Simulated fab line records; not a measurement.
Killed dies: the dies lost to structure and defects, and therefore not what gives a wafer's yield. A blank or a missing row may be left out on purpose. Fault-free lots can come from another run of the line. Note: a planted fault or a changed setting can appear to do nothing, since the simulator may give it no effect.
Split-lot study    flow n5_finfet    21 wafers read across 7 lots, on a route 1938 steps long

## ON THE SPLIT
At N5_BEOL_M5_COAT_74 (time 60 s, resist thk 5 nm), the setting spin_rpm was moved away from the recipe's 1500 rpm on 9 of the 21 wafers read, by -9.2% to -3.6%. This setting was run at the recipe's value on the other wafers.

## FROM THE SPLIT TO THE READING: what the file shows between them, 7 steps
- N5_BEOL_M5_COAT_22: resist thk 30 nm (also split here: spin_rpm)
- N5_BEOL_M5_EBR_24
- N5_BEOL_M5_SOFTBAKE_23: time 60 s
- N5_BEOL_M5_EXPOSE_25: exposes mask V4, defocus 10 nm
- N5_BEOL_M5_PEB_26: peb time 60 s
- N5_BEOL_M5_DEVELOP_27: develop time 30 s
- N5_BEOL_M5_DESCUM_33: chemistry O2, time 7 s

## THE READING
etch.depth_nm (the simulator's own value, which no gauge read), in nm, at N5_BEOL_M5_ETCH_75 (etches underlayer in N2/H2, target depth 6.5 nm, time 5.2 s). No usual value for it is given in the file. Average 5.003 nm, standard deviation 0.012 nm, over the 12 wafers here run with the recipe.

wafer   tool, chamber at the split  spin_rpm as run, rpm  against the recipe  etch.depth_nm, nm  against lot-mates on the recipe
L074.1  litho_track-04, 0           1446                  -3.6%               5.111              no lot-mate on the recipe
L074.3  litho_track-04, 0           1446                  -3.6%               5.122              no lot-mate on the recipe
L074.5  litho_track-04, 0           1446                  -3.6%               5.116              no lot-mate on the recipe
L075.2  litho_track-03, 0           1500                  recipe              5.019              -
L075.3  litho_track-03, 0           1362                  -9.2%               5.249              +0.230
L075.5  litho_track-03, 0           1362                  -9.2%               5.26               +0.241
L079.2  litho_track-03, 0           1500                  recipe              5.006              -
L079.3  litho_track-03, 0           1500                  recipe              4.995              -
L079.4  litho_track-03, 0           1500                  recipe              5.002              -
L080.1  litho_track-04, 0           1382                  -7.9%               5.207              +0.212
L080.2  litho_track-04, 0           1500                  recipe              4.997              -
L080.6  litho_track-04, 0           1500                  recipe              4.992              -
L083.1  litho_track-01, 0           1418                  -5.5%               5.123              +0.133
L083.3  litho_track-01, 0           1500                  recipe              4.997              -
L083.6  litho_track-01, 0           1500                  recipe              4.984              -
L084.1  litho_track-04, 0           1500                  recipe              5.012              -
L084.2  litho_track-04, 0           1500                  recipe              5.006              -
L084.3  litho_track-04, 0           1500                  recipe              5.03               -
L096.1  litho_track-03, 0           1396                  -6.9%               5.188              +0.196
L096.3  litho_track-03, 0           1500                  recipe              4.992              -
L096.4  litho_track-03, 0           1396                  -6.9%               5.173              +0.181

THE FIT
A straight line over all 21 wafers: etch.depth_nm changes by -0.0266 nm for each +1% of spin_rpm; r = -0.99; the points scatter about the line by 0.014 nm.
The same after taking each lot's own level away (the mean of its wafers on the recipe; 18 wafers): -0.0262 nm for each +1%; r = -1.00; scatter 0.0077 nm.
According to that fit, moving spin_rpm by its largest amount changes the reading by 0.24 nm.
The lots' own levels span 4.9905 to 5.0190 nm, that is 2.3 times the standard deviation above.
The two slopes are in agreement: the lot-to-lot level therefore moves the slope only a little.
Check: with one of the wafers moved furthest among these (-9.2%) left out of the fit, the line predicts +0.244 nm for it against its lot-mates. Against them it came out at +0.23 nm.

## OTHER SPLITS ON THESE WAFERS
Other splits were also applied to these wafers ahead of the reading. Each is held against what the fit with the lots' levels taken away leaves over:
other split on the same wafers  wafers away from the commonest value  r with etch.depth_nm (lot level and that fit taken away)
N5_BEOL_M4_DESCUM_33 time_s     10                                    +0.49
N5_BEOL_M4_ETCH_70 time_s       6                                     -0.08
N5_BEOL_M5_COAT_22 spin_rpm     5                                     -0.02

## FILE'S OWN FIT
etch.depth_nm changes by -0.0262 nm for each +1% of spin_rpm, r = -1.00.
